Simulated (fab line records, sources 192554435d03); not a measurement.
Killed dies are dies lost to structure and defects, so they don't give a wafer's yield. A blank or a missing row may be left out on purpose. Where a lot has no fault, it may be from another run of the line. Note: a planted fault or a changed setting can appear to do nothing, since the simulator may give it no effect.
fab line records	flow n5_finfet
record lots=11	wafers=33	last_day=17
route steps=1938 shown HKMG_FIN@389 PASSIVATION@1936
lots that met no fault: from a run of the same line without faults
start_h: hours from the record's opening day to when the first of the lot's shown wafers began	wait_h: hours from the lot's prior step to this one	" as in the row above	L1.1+2: several wafers, shown together as one row	- no value, or no start given	* or withheld: withheld	< > ~ a bound
route shown NAME@n: a module of which the file shows steps, and the number in the route of the first	usual: the fault-free wafers' mean and standard deviation	same: alike in all rows	chamber/n: place in a boat	sites: each site's reading	_std_site: standard deviation across them	_edge_site: the outer-site mean with the inner-site mean subtracted	radius_mm: for every site, how far away it sits from the centre of the wafer	mask NAME#n: copy n	behind: tool/chamber where the wafer was last shaped	hold: why the lot was held/for how many hours/how that ended	device: whichever transistor did not switch (one of n, p or np)	end of line: at the end of the route, the tests of the same wafers	a step without rows: its recipe alone	killed: the dies lost at the first sort to structure and to defects; this is not the yield of the wafer	map: a wafer's dies, marking killed ones x, the rest . and places with no die _
set.NAME: setting as actually run; set.NAME@STEP: the setting as run at that earlier step	model.NAME: the simulator's own value behind a step, which no gauge read
steps of the route over a sample of lots; a table a step, a row a wafer
services: from which hour (start_h, from the record's first day; less than 0 if before it) a tool's chamber was out of use, for how many hours, and why
## steps
# step N5_HKMG_FIN_ALD_75
# recipe material=Al2O3	target_thk_a=10	temp_c=150	ald_precursor_family=TMA	ald_co_reactant=H2O	pulse_time_s=withheld	co_reactant_pulse_time_s=1
# usual heater_power_w=146/16	precursor_pulse_height_rel=0.998/0.018
lot.wafer	tool	chamber	start_h	wait_h	heater_power_w	precursor_pulse_height_rel
L597.1	ald_hk-03	0	75.45	0.0	126	0.984
L597.3	"	3	"	"	166	1.010
L597.6	"	2	"	"	156	1.011
L598.1	ald_hk-02	1	75.63	0.0	151	0.974
L598.4	"	3	"	"	125	1.014
L598.5	"	0	"	"	131	0.987
L602.1	ald_hk-03	3	103.81	0.0	169	0.981
L602.5	"	2	"	"	155	0.998
L602.6	"	3	"	"	172	1.004
L603.1	ald_hk-01	3	110.18	0.1	136	0.978
L603.4	"	0	"	"	157	1.025
L603.6	"	2	"	"	156	0.999
L612.3	ald_hk-02	2	162.89	0.0	134	0.988
L612.5	"	3	"	"	129	1.011
L612.6	"	0	"	"	133	0.995
L613.2	ald_hk-01	0	167.72	0.0	157	1.022
L613.5	"	3	"	"	138	0.993
L613.6	"	0	"	"	155	0.994
L615.1	ald_hk-03	0	184.69	0.0	126	1.000
L615.4	"	1	"	"	156	1.000
L615.6	"	2	"	"	161	0.998
L616.3	ald_hk-02	1	190.95	0.0	154	0.970
L616.4	"	0	"	"	132	1.018
L616.6	"	0	"	"	131	0.975
L617.1	ald_hk-02	0	197.70	0.0	133	1.001
L617.2	"	3	"	"	126	1.010
L617.6	"	0	"	"	133	1.020
L619.2	ald_hk-03	3	208.24	0.0	172	1.033
L619.4	"	0	"	"	126	1.011
L619.5	"	2	"	"	162	1.021
L620.1	ald_hk-01	3	210.04	0.1	138	0.989
L620.2	"	2	"	"	152	0.999
L620.5	"	0	"	"	155	0.974
# step N5_HKMG_FIN_ETCH_54
# recipe chemistry=CF4	target=SiARC	target_depth_a=455	mask_material=CAR-ArF	time_s=75.8	ion_energy_ev=80	pressure_mtorr=40	source_w=545	bias_w=36	Ar_flow_sccm=100	cf4_flow_sccm=100	ends=cleared
# usual bias_w=36.00/0.11	drypump_motor_current_A=5.6/0.56	etch_rf_on_time_s=75.0/1.4	oes_product_au=0.70/0.079	rf_vpp_V=184.2/1.1	showerhead_plenum_p_Torr=2.15/0.059	throttle_valve_pct=15.52/0.23
lot.wafer	tool	chamber	start_h	wait_h	bias_w	drypump_motor_current_A	etch_rf_on_time_s	oes_product_au	rf_hours_counter_h	rf_vpp_V	showerhead_plenum_p_Torr	throttle_valve_pct
L597.1	rie_diel-06	3	76.04	0.0	36.22	5.0	75.6	0.63	187	185.6	2.13	15.75
L597.3	"	1	"	"	35.87	5.3	76.9	0.58	239	184.8	2.19	15.97
L597.6	"	3	"	"	36.11	5.0	75.3	0.63	-	183.8	2.13	15.76
L598.1	rie_diel-04	3	76.20	0.0	35.89	5.5	76.0	0.71	75	183.9	2.17	15.51
L598.4	"	2	"	"	36.03	5.1	72.3	0.83	10	184.7	2.19	15.25
L598.5	"	3	"	"	36.18	5.5	75.8	0.71	-	185.3	2.17	15.52
L602.1	rie_diel-02	3	105.00	0.0	35.97	5.9	74.5	0.81	16	185.9	2.27	15.26
L602.5	"	2	"	"	35.98	4.9	75.7	0.70	-	184.8	2.16	15.69
L602.6	"	0	"	"	36.31	5.0	77.6	0.58	-	181.9	2.04	15.88
L603.1	rie_diel-02	2	110.78	0.0	36.05	4.9	74.1	0.71	81	185.6	2.16	15.70
L603.4	"	3	"	"	36.04	5.9	73.4	0.80	19	183.5	2.27	15.30
L603.6	"	2	"	"	36.06	4.9	73.7	0.70	-	184.4	2.16	15.70
L612.3	rie_diel-02	1	163.52	0.0	36.20	6.7	75.6	0.80	19	184.8	2.09	15.33
L612.5	"	2	"	"	35.91	4.9	75.8	0.68	-	184.9	2.15	15.74
L612.6	"	3	"	"	36.06	5.9	75.3	0.76	-	185.9	2.27	15.32
L613.2	rie_diel-06	0	168.32	0.0	36.01	5.8	74.9	0.62	201	183.4	2.12	15.64
L613.5	"	2	"	"	36.07	6.1	77.0	0.73	-	183.7	2.09	15.45
L613.6	"	3	"	"	35.95	5.0	77.2	0.61	-	183.3	2.12	15.80
L615.1	rie_diel-04	2	185.28	0.0	35.80	5.2	72.4	0.78	44	184.9	2.18	15.31
L615.4	"	0	"	"	35.95	6.3	74.5	0.72	56	184.4	2.18	15.13
L615.6	"	1	"	"	36.14	5.5	75.5	0.62	-	184.4	2.12	15.71
L616.3	rie_diel-04	1	191.66	0.0	36.23	5.5	75.5	0.61	203	183.4	2.11	15.73
L616.4	"	0	"	"	36.13	6.2	74.8	0.72	59	184.5	2.18	15.15
L616.6	"	0	"	"	36.00	6.3	74.5	0.72	-	184.4	2.18	15.14
L617.1	rie_diel-04	1	198.17	0.0	35.98	5.5	75.8	0.61	204	182.4	2.11	15.73
L617.2	"	0	"	"	36.04	6.2	75.0	0.71	60	184.6	2.18	15.15
L617.6	"	2	"	"	35.93	5.2	73.3	0.77	-	185.2	2.18	15.31
L619.2	rie_diel-04	1	208.74	0.0	35.98	5.5	75.9	0.61	209	184.1	2.11	15.74
L619.4	"	0	"	"	35.93	6.2	75.0	0.70	65	184.1	2.18	15.13
L619.5	"	0	"	"	35.97	6.2	74.7	0.71	-	183.9	2.18	15.16
L620.1	rie_diel-02	3	210.61	0.0	35.98	5.9	74.7	0.74	53	185.7	2.26	15.36
L620.2	"	1	"	"	36.06	6.7	75.2	0.77	37	182.0	2.08	15.37
L620.5	"	1	"	"	36.01	6.7	75.1	0.77	-	183.1	2.08	15.38
# step N5_HKMG_FIN_ALD_79
# recipe material=TiN	target_thk_a=15	temp_c=400	ald_precursor_family=TiCl4	ald_co_reactant=NH3	pulse_time_s=1	purge_time_s=3	co_reactant_purge_time_s=2	co_reactant_pulse_time_s=2	ald_cycles=68	pressure_torr=3
# usual heater_power_w=898/110	precursor_pulse_height_rel=1.003/0.02
lot.wafer	tool	chamber	start_h	wait_h	heater_power_w	precursor_pulse_height_rel
L597.1	ald_metal-02	2	77.37	0.0	814	0.981
L597.3	"	0	"	"	954	1.022
L597.6	"	2	"	"	818	0.996
L598.1	ald_metal-04	3	77.53	0.0	829	1.009
L598.4	"	1	"	"	884	1.002
L598.5	"	2	"	"	1109	0.969
L602.1	ald_metal-04	2	106.33	0.0	1113	1.031
L602.5	"	3	"	"	803	0.999
L602.6	"	2	"	"	1131	1.018
L603.1	ald_metal-02	1	112.13	0.0	899	0.976
L603.4	"	0	"	"	967	0.997
L603.6	"	2	"	"	835	1.005
L612.3	ald_metal-01	0	164.85	0.0	904	1.024
L612.5	"	2	"	"	665	0.971
L612.6	"	3	"	"	929	0.983
L613.2	ald_metal-01	0	169.66	0.0	927	1.001
L613.5	"	0	"	"	885	0.963
L613.6	"	1	"	"	973	0.990
L615.1	ald_metal-01	3	186.62	0.0	920	1.007
L615.4	"	0	"	"	906	0.997
L615.6	"	1	"	"	984	0.988
L616.3	ald_metal-01	3	196.72	0.0	941	1.003
L616.4	"	2	"	"	662	1.020
L616.6	"	0	"	"	911	1.012
L617.1	ald_metal-02	2	199.51	0.0	830	0.994
L617.2	"	3	"	"	850	0.982
L617.6	"	0	"	"	966	1.056
L619.2	ald_metal-04	3	210.07	0.0	827	0.992
L619.4	"	2	"	"	1109	0.989
L619.5	"	3	"	"	802	0.979
L620.1	ald_metal-02	2	211.94	0.0	828	0.983
L620.2	"	3	"	"	827	1.004
L620.5	"	3	"	"	844	1.027
# step N5_HKMG_FIN_RTA_80
# recipe temp_c=withheld	time_s=2	ambient=N2	idle_temp_c=600	ramp_up_c_per_s=150	ramp_down_c_per_s=60	cool_to_c=600
# usual time_s=2/0
lot.wafer	tool	chamber	start_h	wait_h	time_s
L597.1	rtp_anneal-02	0	78.05	0.3	2
L597.3	"	0	"	"	2
L597.6	"	0	"	"	2
L598.1	rtp_anneal-01	0	78.13	0.2	2
L598.4	"	0	"	"	2
L598.5	"	0	"	"	2
L602.1	rtp_anneal-02	-	106.83	0.1	-
L602.5	"	-	"	"	-
L602.6	"	-	"	"	-
L603.1	rtp_anneal-02	-	112.75	0.2	-
L603.4	"	-	"	"	-
L603.6	"	-	"	"	-
L612.3	rtp_anneal-02	0	165.38	0.1	2
L612.5	"	0	"	"	2
L612.6	"	0	"	"	2
L613.2	rtp_anneal-02	0	170.17	0.1	2
L613.5	"	0	"	"	2
L613.6	"	0	"	"	2
L615.1	rtp_anneal-01	0	187.11	0.1	2
L615.4	"	0	"	"	2
L615.6	"	0	"	"	2
L616.3	rtp_anneal-02	0	197.33	0.2	2
L616.4	"	0	"	"	2
L616.6	"	0	"	"	2
L617.1	rtp_anneal-01	0	200.02	0.1	2
L617.2	"	0	"	"	2
L617.6	"	0	"	"	2
L619.2	rtp_anneal-01	0	210.64	0.2	2
L619.4	"	0	"	"	2
L619.5	"	0	"	"	2
L620.1	rtp_anneal-02	0	212.61	0.3	2
L620.2	"	0	"	"	2
L620.5	"	0	"	"	2
# step N5_PASSIVATION_PROBE_49
# usual killed_at_M0_to_M3=33/8.9	killed_at_M4_up=15/5.4	killed_at_contacts=13/5.8	killed_at_front_end=39/9.9	killed_at_other=3.2/2.9	killed_dies=102/15	killed_on_rim=13/3.7	killed_open=68/12	killed_short=34/7.6
# same gross_dies=1180	killed_at_back_side=0
lot.wafer	tool	chamber	start_h	wait_h	killed_at_M0_to_M3	killed_at_M4_up	killed_at_contacts	killed_at_front_end	killed_at_other	killed_dies	killed_on_rim	killed_open	killed_short
L597.1	prober-01	-	263.01	0.0	24	24	14	41	4	107	14	79	28
L597.3	prober-01	-	263.11	0.1	27	12	11	33	3	86	12	56	30
L597.6	prober-01	-	263.26	0.3	45	11	9	21	8	94	15	59	34
L598.1	prober-01	-	266.59	0.0	45	12	20	18	4	99	11	55	43
L598.4	prober-01	-	266.74	0.2	25	14	14	28	1	82	6	55	26
L598.5	prober-01	-	266.79	0.2	26	16	10	22	2	76	10	59	16
L602.1	prober-02	-	301.04	0.0	25	7	14	39	9	94	10	62	32
L602.5	prober-02	-	301.24	0.2	20	21	16	29	4	90	9	63	27
L602.6	prober-02	-	301.29	0.3	29	17	4	45	4	99	10	75	24
L603.1	prober-02	-	306.13	0.0	34	11	6	32	3	86	13	49	37
L603.4	prober-02	-	306.28	0.2	22	16	9	39	5	91	15	61	29
L603.6	prober-02	-	306.38	0.3	17	17	19	37	1	91	12	65	24
L612.3	prober-02	-	360.31	0.1	41	12	9	57	0	119	16	72	46
L612.5	prober-02	-	360.41	0.2	26	22	15	43	0	106	12	69	37
L612.6	prober-02	-	360.46	0.3	33	8	10	59	0	110	13	58	52
L615.1	prober-01	-	369.10	0.0	34	10	10	32	9	95	13	54	40
L615.4	prober-01	-	369.25	0.2	29	9	17	40	1	96	6	59	36
L615.6	prober-01	-	369.35	0.3	50	9	17	21	0	97	14	66	29
L613.2	prober-02	-	374.12	0.1	30	16	13	35	3	97	11	63	33
L613.5	prober-02	-	374.27	0.2	20	13	16	44	5	98	15	69	28
L613.6	prober-02	-	374.32	0.3	28	14	18	46	5	111	13	76	32
L617.1	prober-02	-	396.61	0.0	39	16	7	36	5	103	15	77	26
L617.2	prober-02	-	396.66	0.1	41	16	21	34	6	118	10	80	38
L617.6	prober-02	-	396.86	0.3	35	13	12	36	4	100	20	71	29
L619.2	prober-02	-	402.13	0.1	25	13	20	50	4	112	10	73	39
L619.4	prober-02	-	402.23	0.2	42	7	25	41	1	116	17	75	41
L619.5	prober-02	-	402.28	0.2	38	10	23	41	3	115	21	82	33
L616.3	prober-01	-	402.58	0.1	15	12	21	41	4	93	14	59	33
L616.4	prober-01	-	402.63	0.2	41	12	16	41	5	115	14	77	37
L616.6	prober-01	-	402.73	0.3	27	11	22	37	4	101	15	78	21
L620.1	prober-02	-	403.86	0.0	25	10	12	45	0	92	15	62	30
L620.2	prober-02	-	403.91	0.1	28	3	13	29	2	75	8	50	25
L620.5	prober-02	-	404.06	0.2	34	12	10	49	1	106	14	68	38
# killed by level:class
L597.1 BEOL_M0_SAQP:geometric_particle:open=9 FIN_SAQP:geometric_particle:open=8 MOL_CONTACT_COAG:geometric_particle:open=8 BEOL_M4:geometric_particle:open=8 STARTING-WAFER:geometric_particle:open=7 MOL_CONTACT_COAG:geometric_particle:short=6 STI_FIN_REVEAL:geometric_particle:open=5 BEOL_M5:geometric_particle:open=5
L597.3 BEOL_M0_SAQP:geometric_particle:open=12 MOL_CONTACT_COAG:geometric_particle:open=9 BEOL_M0_SAQP:geometric_particle:short=8 FIN_SAQP:geometric_particle:short=7 STI_FIN_REVEAL:geometric_particle:open=5 DUMMY_GATE:geometric_particle:open=5 FIN_SAQP:geometric_particle:open=4 BEOL_M3:geometric_particle:open=4
L597.6 BEOL_M0_SAQP:geometric_particle:short=10 BEOL_M0_SAQP:geometric_particle:open=9 MOL_CONTACT_COAG:geometric_particle:open=8 BEOL_M3:geometric_particle:open=8 BEOL_M1:geometric_particle:open=6 BEOL_M3:geometric_particle:short=6 PASS1_CAP:geometric_particle:open=5 STARTING-WAFER:geometric_particle:open=5
L598.1 BEOL_M0_SAQP:geometric_particle:short=14 MOL_CONTACT_COAG:geometric_particle:open=13 BEOL_M2:geometric_particle:open=12 BEOL_M0_SAQP:geometric_particle:open=10 MOL_CONTACT_COAG:geometric_particle:short=7 BEOL_M4:geometric_particle:short=4 ILD0:geometric_particle:short=3 BEOL_M3:geometric_particle:short=3
L598.4 BEOL_M0_SAQP:geometric_particle:short=10 MOL_CONTACT_COAG:geometric_particle:open=9 BEOL_M0_SAQP:geometric_particle:open=6 BEOL_M3:geometric_particle:open=6 BEOL_M4:geometric_particle:open=6 MOL_CONTACT_COAG:geometric_particle:short=5 STARTING-WAFER:geometric_particle:open=5 FIN_SAQP:geometric_particle:open=4
L598.5 FIN_SAQP:geometric_particle:open=9 BEOL_M2:geometric_particle:open=9 MOL_CONTACT_COAG:geometric_particle:open=7 BEOL_M3:geometric_particle:open=6 BEOL_M4:geometric_particle:open=6 DUMMY_GATE:geometric_particle:open=5 BEOL_M0_SAQP:geometric_particle:short=4 FIN_SAQP:geometric_particle:short=3
L602.1 MOL_CONTACT_COAG:geometric_particle:open=13 FIN_SAQP:geometric_particle:open=9 FIN_SAQP:geometric_particle:short=8 BEOL_M2:geometric_particle:open=7 STI_FIN_REVEAL:geometric_particle:open=5 BEOL_M0_SAQP:geometric_particle:open=5 PASS1_CAP:geometric_particle:short=5 STARTING-WAFER:geometric_particle:open=4
L602.5 BEOL_M4:geometric_particle:open=12 MOL_CONTACT_COAG:geometric_particle:open=11 FIN_SAQP:geometric_particle:open=7 STI_FIN_REVEAL:geometric_particle:open=7 MOL_CONTACT_COAG:geometric_particle:short=5 BEOL_M0_SAQP:geometric_particle:open=4 BEOL_M1:geometric_particle:open=4 BEOL_M3:geometric_particle:open=4
L602.6 FIN_SAQP:geometric_particle:open=17 BEOL_M2:geometric_particle:open=11 BEOL_M4:geometric_particle:open=8 BEOL_M1:geometric_particle:open=6 STI_FIN_REVEAL:geometric_particle:open=6 ILD0:geometric_particle:short=6 BEOL_M3:geometric_particle:open=6 FIN_SAQP:geometric_particle:short=5
L603.1 BEOL_M3:geometric_particle:open=8 FIN_SAQP:geometric_particle:short=6 STI_FIN_REVEAL:geometric_particle:open=6 BEOL_M0_SAQP:geometric_particle:open=6 BEOL_M1:geometric_particle:short=5 STARTING-WAFER:geometric_particle:short=5 GATE_CUT:geometric_particle:short=4 BEOL_M1:geometric_particle:open=4
L603.4 STI_FIN_REVEAL:geometric_particle:open=15 BEOL_M4:geometric_particle:open=9 FIN_SAQP:geometric_particle:short=8 MOL_CONTACT_COAG:geometric_particle:open=6 DUMMY_GATE:geometric_particle:open=4 BEOL_M1:geometric_particle:open=4 BEOL_M2:geometric_particle:open=4 MOL_CONTACT_COAG:geometric_particle:short=3
L603.6 MOL_CONTACT_COAG:geometric_particle:open=16 STI_FIN_REVEAL:geometric_particle:open=9 BEOL_M4:geometric_particle:open=7 FIN_SAQP:geometric_particle:open=6 BEOL_M3:geometric_particle:open=5 BEOL_M8:geometric_particle:open=4 FIN_SAQP:geometric_particle:short=3 STI_FIN_REVEAL:geometric_particle:short=3
L612.3 FIN_SAQP:geometric_particle:short=13 BEOL_M0_SAQP:geometric_particle:open=13 BEOL_M0_SAQP:geometric_particle:short=11 MOL_CONTACT_COAG:geometric_particle:open=9 STI_FIN_REVEAL:geometric_particle:open=8 GATE_CUT:geometric_particle:short=7 BEOL_M4:geometric_particle:open=7 BEOL_M3:geometric_particle:open=6
L612.5 MOL_CONTACT_COAG:geometric_particle:open=13 FIN_SAQP:geometric_particle:open=8 BEOL_M5:geometric_particle:open=8 FIN_SAQP:geometric_particle:short=7 STI_FIN_REVEAL:geometric_particle:open=7 BEOL_M0_SAQP:geometric_particle:short=7 BEOL_M3:geometric_particle:open=7 GATE_CUT:geometric_particle:short=4
L612.6 FIN_SAQP:geometric_particle:short=21 BEOL_M0_SAQP:geometric_particle:short=12 FIN_SAQP:geometric_particle:open=10 MOL_CONTACT_COAG:geometric_particle:open=9 BEOL_M0_SAQP:geometric_particle:open=8 STARTING-WAFER:geometric_particle:short=6 DUMMY_GATE:geometric_particle:open=5 GATE_CUT:geometric_particle:short=5
L615.1 BEOL_M3:geometric_particle:open=13 MOL_CONTACT_COAG:geometric_particle:open=9 FIN_SAQP:geometric_particle:short=7 BEOL_M0_SAQP:geometric_particle:short=5 DUMMY_GATE:geometric_particle:open=4 BEOL_M0_SAQP:geometric_particle:open=4 MIM_TOP_ETCH:geometric_particle:short=4 FIN_SAQP:geometric_particle:open=3
L615.4 FIN_SAQP:geometric_particle:open=13 MOL_CONTACT_COAG:geometric_particle:open=10 FIN_SAQP:geometric_particle:short=7 MOL_CONTACT_COAG:geometric_particle:short=7 BEOL_M0_SAQP:geometric_particle:short=7 BEOL_M2:geometric_particle:open=7 ILD0:geometric_particle:open=5 STI_FIN_REVEAL:geometric_particle:open=4
L615.6 BEOL_M0_SAQP:geometric_particle:open=15 BEOL_M3:geometric_particle:open=13 MOL_CONTACT_COAG:geometric_particle:open=13 BEOL_M0_SAQP:geometric_particle:short=7 FIN_SAQP:geometric_particle:open=5 BEOL_M3:geometric_particle:short=5 MOL_CONTACT_COAG:geometric_particle:short=4 FIN_SAQP:geometric_particle:short=3
L613.2 MOL_CONTACT_COAG:geometric_particle:open=9 BEOL_M0_SAQP:geometric_particle:short=9 STI_FIN_REVEAL:geometric_particle:open=8 BEOL_M4:geometric_particle:open=8 BEOL_M3:geometric_particle:open=8 DUMMY_GATE:geometric_particle:open=7 FIN_SAQP:geometric_particle:short=5 MOL_CONTACT_COAG:geometric_particle:short=4
L613.5 STI_FIN_REVEAL:geometric_particle:open=14 MOL_CONTACT_COAG:geometric_particle:open=13 FIN_SAQP:geometric_particle:open=10 BEOL_M4:geometric_particle:open=8 STI_FIN_REVEAL:geometric_particle:short=6 BEOL_M3:geometric_particle:open=5 FIN_SAQP:geometric_particle:short=4 BEOL_M0_SAQP:geometric_particle:short=4
L613.6 STI_FIN_REVEAL:geometric_particle:open=16 MOL_CONTACT_COAG:geometric_particle:open=13 BEOL_M0_SAQP:geometric_particle:open=9 DUMMY_GATE:geometric_particle:open=7 BEOL_M0_SAQP:geometric_particle:short=6 STARTING-WAFER:geometric_particle:open=5 MOL_CONTACT_COAG:geometric_particle:short=5 BEOL_M3:geometric_particle:open=5
L617.1 FIN_SAQP:geometric_particle:open=16 BEOL_M0_SAQP:geometric_particle:open=9 BEOL_M2:geometric_particle:open=6 BEOL_M0:geometric_particle:open=6 BEOL_M3:geometric_particle:open=6 MOL_CONTACT_COAG:geometric_particle:open=5 BEOL_M0_SAQP:geometric_particle:short=5 BEOL_M4:geometric_particle:open=5
L617.2 MOL_CONTACT_COAG:geometric_particle:open=19 BEOL_M0_SAQP:geometric_particle:short=13 FIN_SAQP:geometric_particle:open=10 STI_FIN_REVEAL:geometric_particle:open=9 BEOL_M0_SAQP:geometric_particle:open=7 BEOL_M1:geometric_particle:open=7 BEOL_M1:geometric_particle:short=5 BEOL_M7:geometric_particle:open=5
L617.6 BEOL_M1:geometric_particle:open=12 BEOL_M4:geometric_particle:open=9 STI_FIN_REVEAL:geometric_particle:open=7 MOL_CONTACT_COAG:geometric_particle:open=7 BEOL_M0_SAQP:geometric_particle:open=7 BEOL_M3:geometric_particle:open=6 GATE_CUT:geometric_particle:short=5 MOL_CONTACT_COAG:geometric_particle:short=5
L619.2 MOL_CONTACT_COAG:geometric_particle:open=16 FIN_SAQP:geometric_particle:open=9 FIN_SAQP:geometric_particle:short=9 STI_FIN_REVEAL:geometric_particle:open=8 BEOL_M0_SAQP:geometric_particle:open=6 BEOL_M1:geometric_particle:short=6 BEOL_M5:geometric_particle:open=6 DUMMY_GATE:geometric_particle:open=5
L619.4 MOL_CONTACT_COAG:geometric_particle:open=20 BEOL_M0_SAQP:geometric_particle:open=13 STI_FIN_REVEAL:geometric_particle:open=12 BEOL_M0_SAQP:geometric_particle:short=8 BEOL_M2:geometric_particle:short=7 FIN_SAQP:geometric_particle:short=5 FIN_SAQP:geometric_particle:open=5 MOL_CONTACT_COAG:geometric_particle:short=5
L619.5 MOL_CONTACT_COAG:geometric_particle:open=22 STI_FIN_REVEAL:geometric_particle:open=15 BEOL_M0_SAQP:geometric_particle:short=9 BEOL_M0_SAQP:geometric_particle:open=9 BEOL_M1:geometric_particle:open=6 STI_FIN_REVEAL:geometric_particle:short=5 DUMMY_GATE:geometric_particle:open=5 BEOL_M1:geometric_particle:short=5
L616.3 MOL_CONTACT_COAG:geometric_particle:open=18 FIN_SAQP:geometric_particle:open=13 FIN_SAQP:geometric_particle:short=6 STI_FIN_REVEAL:geometric_particle:open=6 BEOL_M4:geometric_particle:open=6 BEOL_M2:geometric_particle:open=4 BEOL_M4:geometric_particle:short=4 GATE_CUT:geometric_particle:short=3
L616.4 MOL_CONTACT_COAG:geometric_particle:open=15 BEOL_M2:geometric_particle:open=13 BEOL_M0_SAQP:geometric_particle:short=10 FIN_SAQP:geometric_particle:open=8 STI_FIN_REVEAL:geometric_particle:open=8 FIN_SAQP:geometric_particle:short=7 DUMMY_GATE:geometric_particle:open=7 BEOL_M0_SAQP:geometric_particle:open=7
L616.6 MOL_CONTACT_COAG:geometric_particle:open=22 FIN_SAQP:geometric_particle:open=11 BEOL_M4:geometric_particle:open=7 STI_FIN_REVEAL:geometric_particle:open=6 BEOL_M0_SAQP:geometric_particle:open=6 STARTING-WAFER:geometric_particle:open=5 BEOL_M0:geometric_particle:open=4 BEOL_M3:geometric_particle:open=4
L620.1 STI_FIN_REVEAL:geometric_particle:open=11 MOL_CONTACT_COAG:geometric_particle:open=11 FIN_SAQP:geometric_particle:short=8 BEOL_M4:geometric_particle:open=8 BEOL_M0_SAQP:geometric_particle:short=7 STARTING-WAFER:geometric_particle:short=7 DUMMY_GATE:geometric_particle:open=5 BEOL_M1:geometric_particle:open=5
L620.2 MOL_CONTACT_COAG:geometric_particle:open=10 BEOL_M0_SAQP:geometric_particle:open=9 BEOL_M1:geometric_particle:open=8 STI_FIN_REVEAL:geometric_particle:open=6 GATE_CUT:geometric_particle:short=6 GATE_CUT:geometric_particle:open=3 MOL_CONTACT_COAG:geometric_particle:short=3 BEOL_M2:geometric_particle:short=3
L620.5 BEOL_M1:geometric_particle:open=13 FIN_SAQP:geometric_particle:short=12 MOL_CONTACT_COAG:geometric_particle:open=10 STI_FIN_REVEAL:geometric_particle:open=8 BEOL_M4:geometric_particle:open=8 GATE_CUT:geometric_particle:short=7 FIN_SAQP:geometric_particle:open=6 GATE_CUT:geometric_particle:open=5
## services
tool	chamber	start_h	hours	kind
rie_diel-06	-	60.80	0.3	repair
ald_metal-01	-	77.10	14.6	pm
ald_hk-03	-	79.78	2.8	pm
rie_diel-02	1	85.19	-	clean
rie_diel-02	1	85.19	-	consumable_replace:focus_ring
rie_diel-02	1	85.19	23.3	scheduled_down
rie_diel-02	1	85.19	23.3	vent_cycle
ald_hk-02	-	90.93	2.8	pm
rie_diel-06	1	107.30	-	clean
rie_diel-06	1	107.30	-	consumable_replace:focus_ring
rie_diel-06	1	107.30	20.1	scheduled_down
rie_diel-06	1	107.30	20.1	vent_cycle
rie_diel-04	1	107.47	3.4	repair
ald_metal-04	0	113.79	5.6	repair
rie_diel-06	-	153.59	1.2	repair
rie_diel-02	0	162.16	-	clean
rie_diel-02	0	162.16	-	consumable_replace:focus_ring
rie_diel-02	0	162.16	-	consumable_replace:showerhead
rie_diel-02	0	162.16	13.7	scheduled_down
rie_diel-02	0	162.16	13.7	vent_cycle
ald_metal-01	-	166.22	0.4	repair
rie_diel-06	1	175.24	16.7	repair
ald_hk-01	-	181.53	1.6	repair
rie_diel-02	3	196.56	2.4	repair
## key
first_sign step=N5_HKMG_FIN_RTA_80	reading=tool_record	direction=missing
effect none on later readings
met_at N5_HKMG_FIN_RTA_80
struck_lots L602,L603
tester_left_out L602,L603
not_acting_at N5_HKMG_FIN_ALD_75,N5_HKMG_FIN_ETCH_54,N5_HKMG_FIN_ALD_79
onset_between 78.05 106.83
fault kind=skipped_step_whole	tool=rtp_anneal-02	chamber=-	onset_h=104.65	steps=N5_HKMG_FIN_RTA_80	scope=struck_lots_only
# tester_left_out: of these lots the tester's yield and bins aren't shown, on N5 and GAA mostly nor the transistor test; their killed dies are dies lost to structure and defects alone, not to doping, threshold or leakage, so they don't give the yield
